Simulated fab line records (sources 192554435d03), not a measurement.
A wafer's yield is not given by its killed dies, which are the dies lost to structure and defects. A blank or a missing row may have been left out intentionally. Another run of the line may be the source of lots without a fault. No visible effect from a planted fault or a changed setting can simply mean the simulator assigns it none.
Which tool did it? + flow n5Finfet + Sampling: 11 lots, 33 wafers, 3 of 1938 route steps

== WHAT THE GAUGES SHOWED, per wafer ==
N5_BEOL_M14_INSPECT_55: inspects for defects (darkfield). Usual: rawDefectCount reads 63 (standard deviation 23).
| lot  | measured     | on               | rawDefectCount | flag |
|------|--------------|------------------|----------------|------|
| L130 | day 11 22:59 | defectInspect-02 | 71 39 70       |      |
| L131 | day 12 12:02 | defectInspect-01 | 62 72 30       |      |
| L132 | day 12 17:32 | defectInspect-01 | 62 71 49       |      |
| L133 | day 12 21:44 | defectInspect-02 | 57 33 65       |      |
| L134 | day 13 17:10 | defectInspect-01 | 47 31 53       |      |
| L136 | day 13 19:43 | defectInspect-01 | 47 35 56       |      |
| L142 | day 15 12:54 | defectInspect-01 | 43 36 41       |      |
| L147 | day 16 09:58 | defectInspect-01 | 102 84 52      |      |
| L149 | day 16 13:47 | defectInspect-01 | 78 95 131      |      |
| L151 | day 17 06:13 | defectInspect-02 | 65 75 55       |      |
| L150 | day 17 06:20 | defectInspect-01 | 47 58 69       |      |

N5_BEOL_M15_INSPECT_30: inspects for defects (macro). Usual: rawDefectCount reads 2.0 (standard deviation 1.5).
| lot  | measured     | on               | rawDefectCount | flag |
|------|--------------|------------------|----------------|------|
| L130 | day 12 03:04 | defectInspect-01 | 1 2 0          |      |
| L131 | day 12 14:26 | defectInspect-02 | 2 2 1          |      |
| L132 | day 12 19:46 | defectInspect-01 | 0 4 2          |      |
| L133 | day 13 00:03 | defectInspect-02 | 5 3 2          |      |
| L134 | day 13 19:46 | defectInspect-01 | 1 1 3          |      |
| L136 | day 13 21:56 | defectInspect-02 | 4 1 2          |      |
| L142 | day 15 15:43 | defectInspect-01 | 1 2 3          |      |
| L147 | day 16 12:55 | defectInspect-02 | 2 2 0          |      |
| L149 | day 16 15:53 | defectInspect-01 | 0 1 2          |      |
| L151 | day 17 08:35 | defectInspect-02 | 0 0 1          |      |
| L150 | day 17 09:25 | defectInspect-01 | 3 5 3          |      |

== WHICH TOOL RAN EACH LOT (tool, then ch and the chambers of the sampled wafers, then the start) ==
| lot  | N5_BEOL_M15_STRIP_64                         |
|------|----------------------------------------------|
| L130 | rieDiel-04 ch 0, day 12 03:04 or earlier     |
| L131 | rieDiel-06 ch 0,2,3, day 12 14:26 or earlier |
| L132 | rieDiel-01 ch 0,1, day 12 19:46 or earlier   |
| L133 | rieDiel-06 ch 1,2, day 13 00:03 or earlier   |
| L134 | rieDiel-04 ch 0,1,2, day 13 19:46 or earlier |
| L136 | rieDiel-04 ch 2,3, day 13 21:56 or earlier   |
| L142 | rieDiel-01 ch 1,2, day 15 15:43 or earlier   |
| L147 | rieDiel-06 ch 1,3, day 16 12:55 or earlier   |
| L149 | rieDiel-04 ch 0,1, day 16 15:53 or earlier   |
| L151 | rieDiel-04 ch 1,3, day 17 08:35 or earlier   |
| L150 | rieDiel-06 ch 0,3, day 17 09:25 or earlier   |
- N5_BEOL_M15_STRIP_64: strips in O2.

== WHAT THE TOOLS THEMSELVES READ (means of the sampled wafers that have a number; where no wafer has one, the mark that the record gives instead) ==
N5_BEOL_M15_STRIP_64. Usual: drypumpMotorCurrentA 5.6 A, standard deviation 0.46; oesProductAu 0.81 a.u., standard deviation 0.094; rfVppV 3.6 V, standard deviation 0.48; showerheadPlenumPTorr 2.10 Torr, standard deviation 0.09; throttleValvePct 16.65 %, standard deviation 0.23.
| lot  | tool       | drypumpMotorCurrentA (A) | oesProductAu (a.u.) | rfVppV (V) | showerheadPlenumPTorr (Torr) | throttleValvePct (%) | flag |
|------|------------|--------------------------|---------------------|------------|------------------------------|----------------------|------|
| L130 | rieDiel-04 | 5.3                      | 0.74                | 3.6        | 2.18                         | 16.86                |      |
| L131 | rieDiel-06 | 5.5                      | 0.84                | 3.3        | 2.15                         | 16.64                |      |
| L132 | rieDiel-01 | 6.3                      | 0.71                | 3.6        | 2.02                         | 17.02                |      |
| L133 | rieDiel-06 | 5.0                      | 0.82                | 3.7        | 2.11                         | 16.47                |      |
| L134 | rieDiel-04 | 5.5                      | 0.85                | 3.8        | 2.15                         | 16.76                |      |
| L136 | rieDiel-04 | 5.9                      | 0.83                | 3.3        | 2.13                         | 16.52                |      |
| L142 | rieDiel-01 | 6.0                      | 0.73                | 3.8        | 2.11                         | 16.92                |      |
| L147 | rieDiel-06 | 5.7                      | 0.77                | 4.2        | 1.95                         | 16.53                |      |
| L149 | rieDiel-04 | 5.4                      | 0.86                | 3.6        | 2.14                         | 16.82                |      |
| L151 | rieDiel-04 | 5.7                      | 0.91                | 3.6        | 2.13                         | 16.61                |      |
| L150 | rieDiel-06 | 5.8                      | 0.93                | 3.0        | 2.12                         | 16.58                |      |

== THE ANSWER, worked out from the rows above alone ==
Rule: a lot is off if the mean of its wafers that have a number lies more than 3 standard deviations from the usual mean. Also off: a lot with no number at a reading for which 4 or more lots have one. The other lots that the step has rows for count as sound. Order of review: gauges by route order, followed by the tools' own readings, for which a lot's mean as printed above is used. At the first step where some lot is off, the reading lying furthest off is the one used; lots without a number count as furthest.
Across all readings shown, no lot is off: no conclusion can be drawn from this.

== WHAT WAS PUT IN BY THE SIMULATOR ==
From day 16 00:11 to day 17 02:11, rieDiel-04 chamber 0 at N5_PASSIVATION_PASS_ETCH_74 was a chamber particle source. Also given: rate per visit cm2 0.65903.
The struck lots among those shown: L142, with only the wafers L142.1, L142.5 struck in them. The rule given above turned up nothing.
